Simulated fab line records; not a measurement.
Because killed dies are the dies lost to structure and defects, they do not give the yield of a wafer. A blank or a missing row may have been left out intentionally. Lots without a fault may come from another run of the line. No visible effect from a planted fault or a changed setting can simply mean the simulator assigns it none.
Which tool did it? || flow n5_finfet || Sampling: 9 lots, 27 wafers, 5 of 1938 route steps

## WHAT EACH GAUGE READ, for each wafer
N5_BEOL_M4_RC_MEAS_101. Usual: DIBL_N 35.1 mV/V, standard deviation 1.6; DIBL_P 34.9 mV/V, standard deviation 1.8; IOFF_N 0.143 nA/um, standard deviation 0.026; IOFF_P 0.21 nA/um, standard deviation 0.037; ION_N 671 uA/um, standard deviation 11; ION_P 463 uA/um, standard deviation 7.8; SS_N 71.2 mV/dec, standard deviation 0.58; SS_P 73.0 mV/dec, standard deviation 0.54; VT_N 251 mV, standard deviation 3; VT_P -250 mV, standard deviation 4.1.
{"lot": "L764", "measured": "day 8 19:02", "on": "prober-02", "DIBL_N (mV/V)": "36.0 35.5 38.2", "DIBL_P (mV/V)": "35.6 35.7 37.7", "IOFF_N (nA/um)": "0.173 0.165 0.214", "IOFF_P (nA/um)": "0.22 0.23 0.27", "ION_N (uA/um)": "682 682 690", "ION_P (uA/um)": "468 468 469", "SS_N (mV/dec)": "71.7 71.4 71.7", "SS_P (mV/dec)": "73.0 73.1 73.6", "VT_N (mV)": "248 247 246", "VT_P (mV)": "-247 -244 -242", "flag": ""}
{"lot": "L767", "measured": "day 9 04:28", "on": "prober-01", "DIBL_N (mV/V)": "33.5 33.3 34.0", "DIBL_P (mV/V)": "33.1 32.9 33.4", "IOFF_N (nA/um)": "0.131 0.129 0.138", "IOFF_P (nA/um)": "0.17 0.17 0.16", "ION_N (uA/um)": "676 670 675", "ION_P (uA/um)": "461 453 460", "SS_N (mV/dec)": "71.2 71.2 70.9", "SS_P (mV/dec)": "72.3 73.0 73.1", "VT_N (mV)": "249 251 253", "VT_P (mV)": "-254 -255 -254", "flag": ""}
{"lot": "L772", "measured": "day 10 14:44", "on": "prober-01", "DIBL_N (mV/V)": "35.6 33.0 37.3", "DIBL_P (mV/V)": "36.1 33.0 38.3", "IOFF_N (nA/um)": "0.139 0.098 0.168", "IOFF_P (nA/um)": "0.21 0.17 0.24", "ION_N (uA/um)": "675 654 690", "ION_P (uA/um)": "467 456 474", "SS_N (mV/dec)": "71.7 70.8 72.6", "SS_P (mV/dec)": "73.2 72.1 74.0", "VT_N (mV)": "250 256 248", "VT_P (mV)": "-250 -252 -245", "flag": ""}
{"lot": "L773", "measured": "day 11 08:31", "on": "prober-02", "DIBL_N (mV/V)": "35.2 36.0 34.7", "DIBL_P (mV/V)": "34.4 35.8 34.0", "IOFF_N (nA/um)": "0.143 0.156 0.136", "IOFF_P (nA/um)": "0.19 0.21 0.19", "ION_N (uA/um)": "676 678 671", "ION_P (uA/um)": "462 466 462", "SS_N (mV/dec)": "71.2 72.0 71.2", "SS_P (mV/dec)": "73.3 74.1 73.2", "VT_N (mV)": "252 249 251", "VT_P (mV)": "-253 -250 -253", "flag": ""}
{"lot": "L775", "measured": "day 11 10:08", "on": "prober-01", "DIBL_N (mV/V)": "34.9 35.5 34.3", "DIBL_P (mV/V)": "33.6 35.2 33.2", "IOFF_N (nA/um)": "0.126 0.131 0.118", "IOFF_P (nA/um)": "0.17 0.18 0.16", "ION_N (uA/um)": "671 661 664", "ION_P (uA/um)": "460 459 454", "SS_N (mV/dec)": "71.2 70.9 70.7", "SS_P (mV/dec)": "72.4 73.8 72.8", "VT_N (mV)": "255 254 254", "VT_P (mV)": "-254 -254 -256", "flag": ""}
{"lot": "L778", "measured": "day 12 16:46", "on": "prober-01", "DIBL_N (mV/V)": "35.4 36.8 36.3", "DIBL_P (mV/V)": "34.8 35.9 35.6", "IOFF_N (nA/um)": "0.146 0.168 0.158", "IOFF_P (nA/um)": "0.20 0.23 0.21", "ION_N (uA/um)": "679 672 658", "ION_P (uA/um)": "463 462 455", "SS_N (mV/dec)": "71.4 72.1 71.6", "SS_P (mV/dec)": "73.3 72.6 72.7", "VT_N (mV)": "253 246 251", "VT_P (mV)": "-248 -248 -248", "flag": ""}
{"lot": "L783", "measured": "day 14 05:44", "on": "prober-01", "DIBL_N (mV/V)": "33.6 36.4 33.3", "DIBL_P (mV/V)": "33.2 36.0 32.2", "IOFF_N (nA/um)": "0.113 0.156 0.106", "IOFF_P (nA/um)": "0.18 0.22 0.16", "ION_N (uA/um)": "655 676 656", "ION_P (uA/um)": "462 475 455", "SS_N (mV/dec)": "70.6 71.6 70.8", "SS_P (mV/dec)": "72.5 73.7 71.9", "VT_N (mV)": "253 252 255", "VT_P (mV)": "-249 -248 -252", "flag": ""}
{"lot": "L784", "measured": "day 14 18:48", "on": "prober-01", "DIBL_N (mV/V)": "34.3 37.4 36.3", "DIBL_P (mV/V)": "33.8 38.1 36.9", "IOFF_N (nA/um)": "0.121 0.175 0.154", "IOFF_P (nA/um)": "0.19 0.26 0.23", "ION_N (uA/um)": "656 675 674", "ION_P (uA/um)": "450 472 472", "SS_N (mV/dec)": "71.3 71.4 71.2", "SS_P (mV/dec)": "72.6 73.6 72.7", "VT_N (mV)": "253 249 251", "VT_P (mV)": "-251 -247 -250", "flag": ""}
{"lot": "L786", "measured": "day 15 03:55", "on": "prober-01", "DIBL_N (mV/V)": "37.5 35.5 36.4", "DIBL_P (mV/V)": "36.4 34.0 35.6", "IOFF_N (nA/um)": "0.162 0.135 0.157", "IOFF_P (nA/um)": "0.26 0.23 0.25", "ION_N (uA/um)": "673 673 677", "ION_P (uA/um)": "469 466 476", "SS_N (mV/dec)": "71.4 71.0 71.7", "SS_P (mV/dec)": "73.5 73.5 74.0", "VT_N (mV)": "252 251 250", "VT_P (mV)": "-244 -247 -243", "flag": ""}

N5_BEOL_M9_INSPECT_58: inspects for defects (darkfield). Usual: 70 for raw_defect_count, sd 22.
{"lot": "L764", "measured": "day 11 06:40", "on": "defect_inspect-01", "raw_defect_count": "49 57 62", "flag": ""}
{"lot": "L767", "measured": "day 11 14:17", "on": "defect_inspect-01", "raw_defect_count": "69 71 59", "flag": ""}
{"lot": "L772", "measured": "day 12 17:53", "on": "defect_inspect-01", "raw_defect_count": "82 54 50", "flag": ""}
{"lot": "L773", "measured": "day 13 08:16", "on": "defect_inspect-02", "raw_defect_count": "55 45 42", "flag": ""}
{"lot": "L775", "measured": "day 13 11:51", "on": "defect_inspect-02", "raw_defect_count": "40 67 35", "flag": ""}
{"lot": "L778", "measured": "day 14 13:17", "on": "defect_inspect-02", "raw_defect_count": "53 53 90", "flag": ""}
{"lot": "L783", "measured": "day 16 08:46", "on": "defect_inspect-01", "raw_defect_count": "67 95 73", "flag": ""}
{"lot": "L784", "measured": "day 17 04:55", "on": "defect_inspect-01", "raw_defect_count": "78 67 71", "flag": ""}
{"lot": "L786", "measured": "day 17 07:21", "on": "defect_inspect-01", "raw_defect_count": "93 82 79", "flag": ""}

N5_BEOL_M10_THK_MEAS_01. Usual: for M10_ILD_THK the level is 269 nm and the standard deviation is 3.9.
{"lot": "L764", "measured": "day 11 07:18", "on": "film_metro-02", "M10_ILD_THK (nm)": "262 266 271", "flag": ""}
{"lot": "L767", "measured": "day 11 15:02", "on": "film_metro-02", "M10_ILD_THK (nm)": "269 269 275", "flag": ""}
{"lot": "L772", "measured": "day 12 18:31", "on": "film_metro-02", "M10_ILD_THK (nm)": "269 265 268", "flag": ""}
{"lot": "L773", "measured": "day 13 08:53", "on": "film_metro-02", "M10_ILD_THK (nm)": "431 262 438", "flag": "OFF"}
{"lot": "L775", "measured": "day 13 12:28", "on": "film_metro-01", "M10_ILD_THK (nm)": "427 264 271", "flag": "OFF"}
{"lot": "L778", "measured": "day 14 13:55", "on": "film_metro-01", "M10_ILD_THK (nm)": "268 275 275", "flag": ""}
{"lot": "L783", "measured": "day 16 09:25", "on": "film_metro-01", "M10_ILD_THK (nm)": "264 265 268", "flag": ""}
{"lot": "L784", "measured": "day 17 05:32", "on": "film_metro-01", "M10_ILD_THK (nm)": "266 267 267", "flag": ""}
{"lot": "L786", "measured": "day 17 07:59", "on": "film_metro-01", "M10_ILD_THK (nm)": "267 272 272", "flag": ""}

## EACH LOT AND THE TOOL THAT RAN IT (in order: tool; ch and the chambers of the sampled wafers; start)
{"lot": "L764", "N5_BEOL_M9_STRIP_80": "rie_diel-02 ch 1,2, day 11 06:40 or earlier", "N5_BEOL_M10_ILD_DEP_00": "pecvd-01 ch 0,1,2, day 11 06:43"}
{"lot": "L767", "N5_BEOL_M9_STRIP_80": "rie_diel-01 ch 0,1, day 11 14:17 or earlier", "N5_BEOL_M10_ILD_DEP_00": "pecvd-03 ch 0,2, day 11 14:20"}
{"lot": "L772", "N5_BEOL_M9_STRIP_80": "rie_diel-01 ch 0,1,3, day 12 17:53 or earlier", "N5_BEOL_M10_ILD_DEP_00": "pecvd-01 ch 0,1,2, day 12 17:57"}
{"lot": "L773", "N5_BEOL_M9_STRIP_80": "rie_diel-01 ch 2,3, day 13 08:16 or earlier", "N5_BEOL_M10_ILD_DEP_00": "pecvd-01 ch 1,2, day 13 08:17"}
{"lot": "L775", "N5_BEOL_M9_STRIP_80": "rie_diel-01 ch 1,2, day 13 11:51 or earlier", "N5_BEOL_M10_ILD_DEP_00": "pecvd-01 ch 0,2, day 13 11:53"}
{"lot": "L778", "N5_BEOL_M9_STRIP_80": "rie_diel-03 ch 1,2, day 14 13:17 or earlier", "N5_BEOL_M10_ILD_DEP_00": "pecvd-03 ch 0,1, day 14 13:20"}
{"lot": "L783", "N5_BEOL_M9_STRIP_80": "rie_diel-03 ch 1,2,3, day 16 08:46 or earlier", "N5_BEOL_M10_ILD_DEP_00": "pecvd-04 ch 1,2, day 16 08:48"}
{"lot": "L784", "N5_BEOL_M9_STRIP_80": "rie_diel-02 ch 0,1,3, day 17 04:55 or earlier", "N5_BEOL_M10_ILD_DEP_00": "pecvd-03 ch 0,1,2, day 17 04:57"}
{"lot": "L786", "N5_BEOL_M9_STRIP_80": "rie_diel-01 ch 0,2,3, day 17 07:21 or earlier", "N5_BEOL_M10_ILD_DEP_00": "pecvd-03 ch 1,2, day 17 07:23"}
- N5_BEOL_M9_STRIP_80: strips in N2/H2, time 10 s.
- N5_BEOL_M10_ILD_DEP_00: deposits SiCOH lowk from DEMS/porogen, target thk 308.51 nm, time 58 s.

## WHAT THE TOOLS THEMSELVES READ (means of the sampled wafers that have a number; where no wafer has one, the mark that the record gives instead)
N5_BEOL_M9_STRIP_80. Usual: chamber_pressure_mTorr 19.999 mTorr, standard deviation 0.019; drypump_motor_current_A 5.7 A, standard deviation 0.35; oes_product_au 0.75 a.u., standard deviation 0.079; rf_vpp_V 59.2 V, standard deviation 0.95; showerhead_plenum_p_Torr 2.55 Torr, standard deviation 0.081; throttle_valve_pct 23.93 %, standard deviation 0.22.
{"lot": "L764", "tool": "rie_diel-02", "chamber_pressure_mTorr (mTorr)": 19.980, "drypump_motor_current_A (A)": 5.7, "oes_product_au (a.u.)": 0.70, "rf_vpp_V (V)": 59.1, "showerhead_plenum_p_Torr (Torr)": 2.55, "throttle_valve_pct (%)": 24.02, "flag": ""}
{"lot": "L767", "tool": "rie_diel-01", "chamber_pressure_mTorr (mTorr)": 19.989, "drypump_motor_current_A (A)": 6.0, "oes_product_au (a.u.)": 0.72, "rf_vpp_V (V)": 59.5, "showerhead_plenum_p_Torr (Torr)": 2.52, "throttle_valve_pct (%)": 24.08, "flag": ""}
{"lot": "L772", "tool": "rie_diel-01", "chamber_pressure_mTorr (mTorr)": 20.006, "drypump_motor_current_A (A)": 6.1, "oes_product_au (a.u.)": 0.71, "rf_vpp_V (V)": 58.5, "showerhead_plenum_p_Torr (Torr)": 2.49, "throttle_valve_pct (%)": 24.05, "flag": ""}
{"lot": "L773", "tool": "rie_diel-01", "chamber_pressure_mTorr (mTorr)": 19.997, "drypump_motor_current_A (A)": 6.2, "oes_product_au (a.u.)": 0.71, "rf_vpp_V (V)": 60.3, "showerhead_plenum_p_Torr (Torr)": 2.49, "throttle_valve_pct (%)": 23.95, "flag": ""}
{"lot": "L775", "tool": "rie_diel-01", "chamber_pressure_mTorr (mTorr)": 19.993, "drypump_motor_current_A (A)": 5.9, "oes_product_au (a.u.)": 0.71, "rf_vpp_V (V)": 59.1, "showerhead_plenum_p_Torr (Torr)": 2.55, "throttle_valve_pct (%)": 24.04, "flag": ""}
{"lot": "L778", "tool": "rie_diel-03", "chamber_pressure_mTorr (mTorr)": 19.985, "drypump_motor_current_A (A)": 5.7, "oes_product_au (a.u.)": 0.82, "rf_vpp_V (V)": 59.1, "showerhead_plenum_p_Torr (Torr)": 2.63, "throttle_valve_pct (%)": 23.87, "flag": ""}
{"lot": "L783", "tool": "rie_diel-03", "chamber_pressure_mTorr (mTorr)": 20.000, "drypump_motor_current_A (A)": 5.6, "oes_product_au (a.u.)": 0.76, "rf_vpp_V (V)": 59.2, "showerhead_plenum_p_Torr (Torr)": 2.56, "throttle_valve_pct (%)": 23.96, "flag": ""}
{"lot": "L784", "tool": "rie_diel-02", "chamber_pressure_mTorr (mTorr)": 19.998, "drypump_motor_current_A (A)": 5.5, "oes_product_au (a.u.)": 0.78, "rf_vpp_V (V)": 58.4, "showerhead_plenum_p_Torr (Torr)": 2.58, "throttle_valve_pct (%)": 23.69, "flag": ""}
{"lot": "L786", "tool": "rie_diel-01", "chamber_pressure_mTorr (mTorr)": 20.009, "drypump_motor_current_A (A)": 5.9, "oes_product_au (a.u.)": 0.68, "rf_vpp_V (V)": 59.2, "showerhead_plenum_p_Torr (Torr)": 2.51, "throttle_valve_pct (%)": 24.00, "flag": ""}

N5_BEOL_M10_ILD_DEP_00. Usual: heater_power_w 285 W, standard deviation 35; run_length_s 101.1 s, standard deviation 0.72; showerhead_plenum_p_Torr 5.745 Torr, standard deviation 0.012; throttle_valve_pct 13.8 %, standard deviation 0.86.
{"lot": "L764", "tool": "pecvd-01", "heater_power_w (W)": 284, "run_length_s (s)": 100.6, "showerhead_plenum_p_Torr (Torr)": 5.736, "throttle_valve_pct (%)": 13.5, "flag": ""}
{"lot": "L767", "tool": "pecvd-03", "heater_power_w (W)": 294, "run_length_s (s)": 101.4, "showerhead_plenum_p_Torr (Torr)": 5.747, "throttle_valve_pct (%)": 13.3, "flag": ""}
{"lot": "L772", "tool": "pecvd-01", "heater_power_w (W)": 281, "run_length_s (s)": 100.7, "showerhead_plenum_p_Torr (Torr)": 5.740, "throttle_valve_pct (%)": 13.4, "flag": ""}
{"lot": "L773", "tool": "pecvd-01", "heater_power_w (W)": 247, "run_length_s (s)": 124.3, "showerhead_plenum_p_Torr (Torr)": 5.744, "throttle_valve_pct (%)": 13.1, "flag": "OFF"}
{"lot": "L775", "tool": "pecvd-01", "heater_power_w (W)": 275, "run_length_s (s)": 112.6, "showerhead_plenum_p_Torr (Torr)": 5.745, "throttle_valve_pct (%)": 13.0, "flag": "OFF"}
{"lot": "L778", "tool": "pecvd-03", "heater_power_w (W)": 302, "run_length_s (s)": 100.5, "showerhead_plenum_p_Torr (Torr)": 5.748, "throttle_valve_pct (%)": 14.8, "flag": ""}
{"lot": "L783", "tool": "pecvd-04", "heater_power_w (W)": 284, "run_length_s (s)": 101.1, "showerhead_plenum_p_Torr (Torr)": 5.751, "throttle_valve_pct (%)": 14.3, "flag": ""}
{"lot": "L784", "tool": "pecvd-03", "heater_power_w (W)": 305, "run_length_s (s)": 101.3, "showerhead_plenum_p_Torr (Torr)": 5.752, "throttle_valve_pct (%)": 14.0, "flag": ""}
{"lot": "L786", "tool": "pecvd-03", "heater_power_w (W)": 265, "run_length_s (s)": 101.7, "showerhead_plenum_p_Torr (Torr)": 5.744, "throttle_valve_pct (%)": 13.3, "flag": ""}

## THE ANSWER, worked out from the rows above alone
Rule: lot off if the mean of its wafers having a number is beyond 3 standard deviations from the usual mean. Also off: a lot with no number at a reading for which 4 or more lots have one. The other lots that the step has rows for count as sound. The gauges are gone through in route order, then the tools' own readings, and for those a lot's mean is taken as printed above. At the first step where some lot is off, the reading lying furthest off is the one used; lots without a number count as furthest.
Off: at N5_BEOL_M10_THK_MEAS_01 (M10_ILD_THK), L773, L775.
A tool fits if, at a process step before that reading, it ran every lot that is off, and no sound lot after the first of them. The gauges at N5_BEOL_M10_THK_MEAS_01 aren't tried: what is off there is off at N5_BEOL_M10_ILD_DEP_00 too, on other tools, and a gauge's error can't cause that. Because N5_BEOL_M9_STRIP_80 lacks a start for some lots, the hours and order of its lots are taken from N5_BEOL_M9_INSPECT_58. One fits: N5_BEOL_M10_ILD_DEP_00 on pecvd-01. Its last sound lot is L772 (day 12 17:57), its first lot that is off L773 (day 13 08:17): a fault that began between those two fits.
On the lots that are off, the tool's own readings at N5_BEOL_M10_ILD_DEP_00 differ by more than 5 times the standard deviation of the sound lots' means, which bears it out; run_length_s reads 118.4 s there versus 101.0 s on the sound lots.

## WHAT WAS PUT IN BY THE SIMULATOR
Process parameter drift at N5_BEOL_M10_ILD_DEP_00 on pecvd-01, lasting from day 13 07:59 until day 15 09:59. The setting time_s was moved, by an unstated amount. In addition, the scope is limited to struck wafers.
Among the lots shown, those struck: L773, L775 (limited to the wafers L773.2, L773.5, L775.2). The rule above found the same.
